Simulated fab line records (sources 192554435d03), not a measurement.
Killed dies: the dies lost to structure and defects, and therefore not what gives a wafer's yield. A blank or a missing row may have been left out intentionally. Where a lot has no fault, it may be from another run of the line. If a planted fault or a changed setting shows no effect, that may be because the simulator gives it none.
What tool caused it? -- flow n5-finfet -- 66 wafers from 22 lots sampled at 6 of the route's 1938 steps

== WHAT EACH GAUGE READ, for each wafer ==
Not one reading of a measure or inspect step in the record can be checked against a usual standard deviation.

== EACH LOT AND THE TOOL THAT RAN IT (in order: tool; ch and the chambers of the sampled wafers; start) ==
lot,N5_DUMMY_GATE_ETCH_31,N5_DUMMY_GATE_STRIP_48,N5_SD_EPI_N_ETCHBACK_44,N5_SD_EPI_N_LINER_46,N5_SD_EPI_P_ETCH_16,N5_SD_EPI_P_STRIP_40
L074,"rie-diel-05 ch 1,2, day 2 22:14","rie-diel-06 ch 0,2, day 2 22:51","rie-diel-04 ch 0,3, day 3 00:33","ald-sin-04 ch 1,2,3, day 3 03:52","rie-diel-06 ch 0,2,3, day 3 05:06","plasma-asher-01 ch 0,1, day 3 05:19"
L075,"rie-diel-05 ch 0,2, day 3 06:07","rie-diel-05 ch 2,3, day 3 06:48","rie-diel-03 ch 0,1,3, day 3 08:43","ald-sin-03 ch 1,2, day 3 12:01","rie-diel-05 ch 0,1,2, day 3 13:22","plasma-asher-01 ch 0,1, day 3 13:37"
L077,"rie-diel-05 ch 0,2, day 4 01:54","rie-diel-01 ch 0,2,3, day 4 02:32","rie-diel-04 ch 0,3, day 4 04:06","ald-sin-03 ch 0,1,2, day 4 08:07","rie-diel-01 ch 0,1,3, day 4 09:34","plasma-asher-02 ch 0,1, day 4 09:47"
L078,"rie-diel-05 ch 0,1, day 4 05:46","rie-diel-05 ch 0,1,2, day 4 06:19","rie-diel-04 ch 0,1,3, day 4 08:18","ald-sin-04 ch 2,3, day 4 11:42","rie-diel-01 ch 0,3, day 4 13:03","plasma-asher-02 ch 0,1, day 4 13:16"
L079,"rie-diel-06 ch 0,1,3, day 4 09:44","rie-diel-06 ch 0,1,3, day 4 10:23","rie-diel-03 ch 0,1,3, day 4 12:19","ald-sin-03 ch 0,1,2, day 4 16:39","rie-diel-06 ch 0,2,3, day 4 18:01","plasma-asher-02 ch 0,1, day 4 18:13"
L080,"rie-diel-05 ch 0,1,2, day 4 12:30","rie-diel-05 ch 0,1,3, day 4 13:02","rie-diel-04 ch 0,3, day 4 15:04","ald-sin-03 ch 0,1,3, day 4 19:35","rie-diel-01 ch 1,2,3, day 4 20:48","plasma-asher-02 ch 0,1, day 4 21:01"
L081,"rie-diel-05 ch 1,3, day 4 17:40","rie-diel-01 ch 1,2,3, day 4 18:13","rie-diel-04 ch 0,1, day 4 21:16","ald-sin-03 ch 0,2,3, day 5 03:15","rie-diel-01 ch 0,1,3, day 5 04:37","plasma-asher-02 ch 0,1, day 5 04:49"
L082,"rie-diel-01 ch 0,1,3, day 4 22:12","rie-diel-05 ch 0,1,3, day 4 22:44","rie-diel-03 ch 0,3, day 5 01:23","ald-sin-04 ch 0,2, day 5 05:24","rie-diel-01 ch 0,2,3, day 5 06:38","plasma-asher-01 ch 0,1, day 5 06:50"
L083,"rie-diel-06 ch 0,2,3, day 5 06:52","rie-diel-05 ch 1,2, day 5 07:26","rie-diel-02 ch 1,3, day 5 09:38","ald-sin-03 ch 0,2,3, day 5 13:43","rie-diel-06 ch 2,3, day 5 14:57","plasma-asher-02 ch 0,1, day 5 15:10"
L084,"rie-diel-01 ch 2,3, day 5 12:05","rie-diel-01 ch 0,2,3, day 5 12:38","rie-diel-03 ch 1,3, day 5 14:20","ald-sin-03 ch 0,2,3, day 5 18:35","rie-diel-06 ch 0,1, day 5 19:49","plasma-asher-01 ch 0,1, day 5 20:01"
L085,"rie-diel-05 ch 0,1,3, day 5 18:47","rie-diel-05 ch 0,2,3, day 5 19:19","rie-diel-02 ch 2,3, day 5 21:01","ald-sin-04 ch 1,3, day 6 01:31","rie-diel-06 ch 0,1, day 6 03:02","plasma-asher-02 ch 0,1, day 6 03:17"
L086,"rie-diel-05 ch 0,1,2, day 6 01:13","rie-diel-01 ch 1,2,3, day 6 01:50","rie-diel-02 ch 1,2,3, day 6 03:34","ald-sin-04 ch 1,2,3, day 6 07:35","rie-diel-01 ch 1,2,3, day 6 08:49","plasma-asher-01 ch 0,1, day 6 09:01"
L087,"rie-diel-05 ch 1,2, day 6 05:44","rie-diel-05 ch 1,2,3, day 6 06:17","rie-diel-04 ch 0,1,2, day 6 08:02","ald-sin-04 ch 0,2,3, day 6 11:59","rie-diel-05 ch 0,2,3, day 6 13:13","plasma-asher-02 ch 0,1, day 6 13:28"
L088,"rie-diel-01 ch 0,1,3, day 6 11:08","rie-diel-05 ch 0,1,2, day 6 11:41","rie-diel-02 ch 1,2,3, day 6 13:23","ald-sin-01 ch 0,2,3, day 6 18:47","rie-diel-05 ch 0,1,2, day 6 20:01","plasma-asher-02 ch 0,1, day 6 20:15"
L089,"rie-diel-01 ch 0,3, day 6 17:58","rie-diel-01 ch 1,3, day 6 18:32","rie-diel-04 ch 1,3, day 6 20:37","ald-sin-01 ch 2,3, day 7 00:50","rie-diel-05 ch 1,3, day 7 02:04","plasma-asher-01 ch 0,1, day 7 02:17"
L090,"rie-diel-01 ch 0,1,3, day 6 23:02","rie-diel-06 ch 1,2,3, day 6 23:35","rie-diel-02 ch 0,1,2, day 7 03:16","ald-sin-04 ch 0,2,3, day 7 07:10","rie-diel-06 ch 0,1,2, day 7 08:31","plasma-asher-01 ch 0,1, day 7 08:43"
L091,"rie-diel-05 ch 1,2,3, day 7 05:35","rie-diel-01 ch 0,3, day 7 06:07","rie-diel-04 ch 3, day 7 08:40","ald-sin-04 ch 2,3, day 7 12:47","rie-diel-01 ch 0,1,2, day 7 14:01","plasma-asher-02 ch 0,1, day 7 14:14"
L092,"rie-diel-01 ch 1,2, day 7 15:43","rie-diel-05 ch 0,2,3, day 7 16:15","rie-diel-02 ch 0,1, day 7 19:08","ald-sin-01 ch 0,3, day 7 22:37","rie-diel-06 ch 0,1,2, day 7 23:50","plasma-asher-01 ch 0,1, day 8 00:05"
L094,"rie-diel-05 ch 0,1, day 7 23:27","rie-diel-06 ch 0,2, day 7 23:59","rie-diel-02 ch 1,2, day 8 01:44","ald-sin-04 ch 0,2,3, day 8 06:13","rie-diel-05 ch 0,1,2, day 8 07:26","plasma-asher-02 ch 0,1, day 8 07:39"
L095,"rie-diel-06 ch 0,1,2, day 8 04:55","rie-diel-06 ch 0,1, day 8 05:28","rie-diel-03 ch 0,3, day 8 07:02","ald-sin-03 ch 0,1, day 8 11:44","rie-diel-06 ch 1,2,3, day 8 12:57","plasma-asher-02 ch 0,1, day 8 13:11"
L096,"rie-diel-05 ch 0,1,3, day 8 14:00","rie-diel-01 ch 0,1,2, day 8 14:40","rie-diel-04 ch 2,3, day 8 16:21","ald-sin-01 ch 0,3, day 8 20:31","rie-diel-01 ch 2,3, day 8 21:53","plasma-asher-02 ch 0,1, day 8 22:07"
L097,"rie-diel-05 ch 0,1,3, day 8 20:07","rie-diel-06 ch 0,1, day 8 20:40","rie-diel-03 ch 0,2, day 8 22:50","ald-sin-03 ch 0,1,2, day 9 02:11","rie-diel-05 ch 0,3, day 9 03:25","plasma-asher-01 ch 0, day 9 03:38"
- N5_DUMMY_GATE_ETCH_31: etches SiO2 in C4F6/O2, target depth 82.5 nm, time 27.5 s.
- N5_DUMMY_GATE_STRIP_48: strips in N2/H2, time 20 s.
- N5_SD_EPI_N_ETCHBACK_44: etches SiNx in CH3F/O2, stops on SiO2, target depth 14.5 nm.
- N5_SD_EPI_N_LINER_46: material SiNx, target thk 3 nm.
- N5_SD_EPI_P_ETCH_16: etches SiO2 in CHF3/O2, target depth 5 nm.
- N5_SD_EPI_P_STRIP_40: strips in N2/H2.

== AS READ BY THE TOOLS THEMSELVES (means over the sampled wafers that have a number; for cases with no such wafer, the mark the record gives instead) ==
N5_DUMMY_GATE_ETCH_31. Usual: drypump-motor-current-A 5.71 A, standard deviation 0.27; oes-product-au 0.78 a.u., standard deviation 0.067; rf-vpp-V 660 V, standard deviation 12; showerhead-plenum-p-Torr 2.83 Torr, standard deviation 0.092; throttle-valve-pct 21.16 %, standard deviation 0.24.
lot,tool,drypump-motor-current-A (A),oes-product-au (a.u.),rf-vpp-V (V),showerhead-plenum-p-Torr (Torr),throttle-valve-pct (%),flag
L074,rie-diel-05,5.33,0.74,663,2.76,21.37,
L075,rie-diel-05,5.69,0.73,649,2.82,21.33,
L077,rie-diel-05,5.74,0.73,652,2.82,21.21,
L078,rie-diel-05,5.58,0.74,658,2.80,21.19,
L079,rie-diel-06,5.88,0.81,662,2.92,21.16,
L080,rie-diel-05,5.54,0.73,657,2.79,21.31,
L081,rie-diel-05,5.56,0.84,668,2.76,20.96,
L082,rie-diel-01,5.90,0.81,660,2.88,21.02,
L083,rie-diel-06,5.77,0.80,664,2.92,21.21,
L084,rie-diel-01,5.77,0.71,646,2.94,21.20,
L085,rie-diel-05,5.58,0.79,662,2.77,21.08,
L086,rie-diel-05,5.57,0.72,656,2.78,21.32,
L087,rie-diel-05,5.33,0.73,662,2.75,21.41,
L088,rie-diel-01,5.87,0.80,661,2.88,21.04,
L089,rie-diel-01,5.74,0.80,653,2.84,20.87,
L090,rie-diel-01,5.89,0.80,660,2.88,21.04,
L091,rie-diel-05,5.53,0.76,661,2.76,21.21,
L092,rie-diel-01,5.97,0.80,673,2.92,21.32,
L094,rie-diel-05,5.59,0.73,658,2.78,21.23,
L095,rie-diel-06,6.05,0.75,653,2.81,21.14,
L096,rie-diel-05,5.57,0.76,663,2.76,21.10,
L097,rie-diel-05,5.56,0.76,663,2.76,21.12,

N5_DUMMY_GATE_STRIP_48. Usual: drypump-motor-current-A 5.78 A, standard deviation 0.27; oes-product-au 0.78 a.u., standard deviation 0.067; rf-vpp-V 45.3 V, standard deviation 0.78; showerhead-plenum-p-Torr 3.37 Torr, standard deviation 0.11; throttle-valve-pct 12.19 %, standard deviation 0.25.
lot,tool,drypump-motor-current-A (A),oes-product-au (a.u.),rf-vpp-V (V),showerhead-plenum-p-Torr (Torr),throttle-valve-pct (%),flag
L074,rie-diel-06,6.00,0.79,46.0,3.38,12.32,
L075,rie-diel-05,5.72,0.78,45.4,3.34,12.26,
L077,rie-diel-01,5.73,0.76,44.4,3.41,12.11,
L078,rie-diel-05,5.56,0.73,45.0,3.31,12.35,
L079,rie-diel-06,5.88,0.80,45.4,3.45,12.11,
L080,rie-diel-05,5.58,0.79,45.9,3.29,12.09,
L081,rie-diel-01,5.88,0.76,45.1,3.46,12.27,
L082,rie-diel-05,5.58,0.79,45.2,3.29,12.10,
L083,rie-diel-05,5.34,0.73,45.5,3.26,12.37,
L084,rie-diel-01,5.75,0.75,45.3,3.41,12.13,
L085,rie-diel-05,5.73,0.77,45.3,3.33,12.22,
L086,rie-diel-01,5.89,0.75,46.4,3.46,12.30,
L087,rie-diel-05,5.53,0.76,45.6,3.28,12.23,
L088,rie-diel-05,5.57,0.73,45.1,3.30,12.39,
L089,rie-diel-01,6.04,0.79,45.1,3.43,12.18,
L090,rie-diel-06,5.90,0.80,44.6,3.37,12.20,
L091,rie-diel-01,5.79,0.73,45.9,3.38,12.07,
L092,rie-diel-05,5.74,0.77,45.2,3.32,12.25,
L094,rie-diel-06,5.96,0.76,45.8,3.43,12.34,
L095,rie-diel-06,6.14,0.74,45.8,3.32,12.17,
L096,rie-diel-01,5.83,0.79,44.9,3.41,12.18,
L097,rie-diel-06,6.15,0.74,45.1,3.32,12.18,

N5_SD_EPI_N_ETCHBACK_44. Usual: drypump-motor-current-A 5.6 A, standard deviation 0.44; oes-product-au 0.67 a.u., standard deviation 0.078; rf-vpp-V 298 V, standard deviation 7.7; showerhead-plenum-p-Torr 2.01 Torr, standard deviation 0.06; throttle-valve-pct 16.38 %, standard deviation 0.22.
lot,tool,drypump-motor-current-A (A),oes-product-au (a.u.),rf-vpp-V (V),showerhead-plenum-p-Torr (Torr),throttle-valve-pct (%),flag
L074,rie-diel-04,5.9,0.62,303,2.05,16.46,
L075,rie-diel-03,5.2,0.68,302,1.97,16.25,
L077,rie-diel-04,5.9,0.61,295,2.06,16.36,
L078,rie-diel-04,5.8,0.63,299,2.04,16.45,
L079,rie-diel-03,5.2,0.67,302,1.97,16.28,
L080,rie-diel-04,5.9,0.61,296,2.06,16.35,
L081,rie-diel-04,5.7,0.64,294,2.03,16.42,
L082,rie-diel-03,5.0,0.71,305,1.98,16.29,
L083,rie-diel-02,5.6,0.60,295,1.98,16.53,
L084,rie-diel-03,5.2,0.60,304,1.92,16.44,
L085,rie-diel-02,5.5,0.62,293,2.01,16.33,
L086,rie-diel-02,5.5,0.62,295,2.02,16.42,
L087,rie-diel-04,5.9,0.62,292,1.99,16.46,
L088,rie-diel-02,5.5,0.62,295,2.01,16.42,
L089,rie-diel-04,5.9,0.77,306,2.02,16.32,
L090,rie-diel-02,5.7,0.66,294,2.03,16.45,
L091,rie-diel-04,6.0,0.81,311,2.03,16.21,
L092,rie-diel-02,5.8,0.64,297,2.00,16.66,
L094,rie-diel-02,5.3,0.64,295,2.05,16.31,
L095,rie-diel-03,4.9,0.78,310,2.10,16.14,
L096,rie-diel-04,6.1,0.80,300,2.10,16.16,
L097,rie-diel-03,5.1,0.68,301,1.98,16.37,

N5_SD_EPI_N_LINER_46. Usual: heater-power-w reads 816 W (standard deviation 95).
lot,tool,heater-power-w (W),flag
L074,ald-sin-04,859,
L075,ald-sin-03,824,
L077,ald-sin-03,815,
L078,ald-sin-04,956,
L079,ald-sin-03,812,
L080,ald-sin-03,788,
L081,ald-sin-03,772,
L082,ald-sin-04,815,
L083,ald-sin-03,783,
L084,ald-sin-03,770,
L085,ald-sin-04,821,
L086,ald-sin-04,875,
L087,ald-sin-04,826,
L088,ald-sin-01,794,
L089,ald-sin-01,790,
L090,ald-sin-04,827,
L091,ald-sin-04,839,
L092,ald-sin-01,774,
L094,ald-sin-04,830,
L095,ald-sin-03,836,
L096,ald-sin-01,756,
L097,ald-sin-03,809,

N5_SD_EPI_P_ETCH_16. Usual: drypump-motor-current-A 5.77 A, standard deviation 0.29; oes-product-au 0.78 a.u., standard deviation 0.07; rf-vpp-V 519 V, standard deviation 11; showerhead-plenum-p-Torr 2.42 Torr, standard deviation 0.091; throttle-valve-pct 18.90 %, standard deviation 0.23.
lot,tool,drypump-motor-current-A (A),oes-product-au (a.u.),rf-vpp-V (V),showerhead-plenum-p-Torr (Torr),throttle-valve-pct (%),flag
L074,rie-diel-06,5.78,0.82,522,2.48,18.90,
L075,rie-diel-05,5.53,0.74,517,2.36,19.08,
L077,rie-diel-01,5.89,0.82,521,2.44,18.75,
L078,rie-diel-01,5.80,0.76,510,2.44,18.73,
L079,rie-diel-06,5.77,0.82,523,2.47,18.92,
L080,rie-diel-01,5.88,0.77,519,2.48,18.98,
L081,rie-diel-01,5.90,0.81,519,2.44,18.76,
L082,rie-diel-01,5.73,0.76,514,2.45,18.82,
L083,rie-diel-06,5.61,0.83,521,2.49,18.92,
L084,rie-diel-06,6.14,0.75,513,2.38,18.77,
L085,rie-diel-06,6.14,0.75,513,2.38,18.77,
L086,rie-diel-01,5.88,0.75,520,2.48,19.00,
L087,rie-diel-05,5.73,0.77,517,2.37,18.91,
L088,rie-diel-05,5.55,0.72,518,2.36,19.10,
L089,rie-diel-05,5.37,0.77,525,2.31,18.90,
L090,rie-diel-06,6.05,0.75,513,2.38,18.86,
L091,rie-diel-01,5.81,0.80,525,2.44,18.87,
L092,rie-diel-06,6.06,0.75,514,2.38,18.85,
L094,rie-diel-05,5.53,0.71,517,2.35,19.13,
L095,rie-diel-06,5.89,0.78,512,2.39,18.85,
L096,rie-diel-01,5.73,0.79,514,2.48,18.97,
L097,rie-diel-05,5.77,0.76,518,2.37,18.86,

N5_SD_EPI_P_STRIP_40. Usual: drypump-motor-current-A 5.8 A, standard deviation 0.32; heater-power-w 328 W, standard deviation 27; oes-product-au 0.760 a.u., standard deviation 0.011.
lot,tool,drypump-motor-current-A (A),heater-power-w (W),oes-product-au (a.u.),flag
L074,plasma-asher-01,5.7,330,0.764,
L075,plasma-asher-01,5.9,318,0.760,
L077,plasma-asher-02,5.8,338,0.765,
L078,plasma-asher-02,5.9,338,0.760,
L079,plasma-asher-02,5.9,339,0.753,
L080,plasma-asher-02,5.8,340,0.766,
L081,plasma-asher-02,5.9,340,0.767,
L082,plasma-asher-01,5.9,319,0.751,
L083,plasma-asher-02,5.7,319,0.758,
L084,plasma-asher-01,5.9,317,0.760,
L085,plasma-asher-02,5.7,319,0.769,
L086,plasma-asher-01,5.9,315,0.761,
L087,plasma-asher-02,5.9,344,0.761,
L088,plasma-asher-02,5.9,337,0.758,
L089,plasma-asher-01,5.6,325,0.759,
L090,plasma-asher-01,5.9,316,0.758,
L091,plasma-asher-02,5.9,343,0.767,
L092,plasma-asher-01,5.9,316,0.753,
L094,plasma-asher-02,5.7,321,0.753,
L095,plasma-asher-02,5.9,342,0.746,
L096,plasma-asher-02,5.9,341,0.750,
L097,plasma-asher-01,6.2,306,0.758,

== THE ANSWER, worked out from the rows above alone ==
Rule: a lot counts as off when the mean over its wafers that have a number is more than 3 standard deviations away from the usual mean. Also off: a lot with no number at a reading for which 4 or more lots have one. Where the step has rows for the other lots, those lots are counted as sound. After the gauges, taken in route order, come the tools' own readings; for these a lot's mean is taken, as printed above. At the first step where some lot is off, the reading lying furthest off is the one used; lots without a number count as furthest.
No lot is off at any reading shown: from this, nothing can be told.

== WHAT WAS PUT IN BY THE SIMULATOR ==
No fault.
